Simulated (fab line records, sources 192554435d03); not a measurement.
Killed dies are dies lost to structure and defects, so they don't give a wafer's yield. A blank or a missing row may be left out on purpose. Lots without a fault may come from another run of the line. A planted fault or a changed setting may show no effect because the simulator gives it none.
Split-lot experiment | flow n5_finfet | 7 lots, 21 wafers read, on a route of 1938 steps

THE SPLIT
At N5_BEOL_M15_CMP_49 (polishes, stops on SiO2, t overpolish 4.9 s, target thk 850 nm), the setting down_force_psi was moved away from the recipe's 2 psi on 7 of the 21 wafers read, by -21.4% to +11.7%. The other wafers ran this setting at the recipe's value.

The reading is taken at the split's own step.

THE READING
barrier_field_endpoint_s, in s, at N5_BEOL_M15_CMP_49 (polishes, stops on SiO2, t overpolish 4.9 s, target thk 850 nm). Fault-free wafers of this fab line usually give 11.35 s, standard deviation 0.3 s.

wafer  | tool, chamber at the split | down_force_psi as run, psi | against the recipe | barrier_field_endpoint_s, s | against lot-mates on the recipe
L077.2 | cmp-04, 2                  | 1.573                      | -21.4%             | 14.58                       | +3.48
L077.1 | cmp-04, 0                  | 2                          | recipe             | 11.10                       | -
L077.6 | cmp-04, 3                  | 1.573                      | -21.4%             | 14.58                       | +3.48
L076.1 | cmp-01, 1                  | 2                          | recipe             | 11.79                       | -
L076.3 | cmp-01, 2                  | 2.202                      | +10.1%             | 10.25                       | -1.54
L076.5 | cmp-01, 0                  | 2.202                      | +10.1%             | 10.65                       | -1.14
L082.3 | cmp-03, 0                  | 2                          | recipe             | 11.31                       | -
L082.2 | cmp-03, 2                  | 2                          | recipe             | 10.95                       | -
L082.5 | cmp-03, 0                  | 2                          | recipe             | 11.16                       | -
L079.4 | cmp-01, 3                  | 2                          | recipe             | 11.11                       | -
L079.6 | cmp-01, 2                  | 2                          | recipe             | 10.88                       | -
L079.5 | cmp-01, 3                  | 2                          | recipe             | 11.10                       | -
L081.1 | cmp-03, 1                  | 2.233                      | +11.7%             | 10.14                       | -0.98
L081.5 | cmp-03, 2                  | 2                          | recipe             | 11.12                       | -
L081.6 | cmp-03, 3                  | 2.233                      | +11.7%             | 10.06                       | -1.06
L086.1 | cmp-03, 1                  | 1.705                      | -14.7%             | 13.26                       | +2.03
L086.4 | cmp-03, 3                  | 2                          | recipe             | 11.41                       | -
L086.2 | cmp-03, 0                  | 2                          | recipe             | 11.05                       | -
L087.1 | cmp-03, 0                  | 2                          | recipe             | 10.90                       | -
L087.4 | cmp-03, 1                  | 2                          | recipe             | 11.13                       | -
L087.2 | cmp-03, 2                  | 2                          | recipe             | 10.91                       | -

THE FIT
A straight line over all 21 wafers: barrier_field_endpoint_s changes by -0.133 s for each +1% of down_force_psi; r = -0.96; the points scatter about the line by 0.35 s.
The same after taking each lot's own level away (the mean of its wafers on the recipe; 21 wafers): -0.142 s for each +1%; r = -0.98; scatter 0.26 s.
On that fit, the largest move of down_force_psi shifts the reading by 3 s.
The lots' own levels span 10.980 to 11.790 s, that is 2.7 times the standard deviation above.
So the lot-to-lot level changes the slope little: the two slopes agree.
Check: with one of the wafers moved furthest among these (-21.4%) left out of the fit, the line predicts +2.98 s for it against its lot-mates. It came out at +3.48 s against them.
Tool readings at the split's step, against how far the setting was moved: barrier_field_endpoint_s r = -0.96.

OTHER SPLITS ON THESE WAFERS
These wafers also went through other splits before the reading. Each is held against what the fit with the lots' levels taken away leaves over:
other split on the same wafers        | wafers away from the commonest value | r with barrier_field_endpoint_s (lot level and that fit taken away)
N5_BEOL_M13_DEVELOP_27 develop_time_s | 9                                    | +0.32
N5_BEOL_M14_ETCH_68 time_s            | 5                                    | -0.03
N5_BEOL_M15_EXPOSE_25 dose_mj         | 10                                   | -0.37
N5_BEOL_M15_DEVELOP_27 develop_time_s | 10                                   | -0.35

THE FILE'S OWN FIT
barrier_field_endpoint_s changes by -0.142 s for each +1% of down_force_psi, r = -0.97.
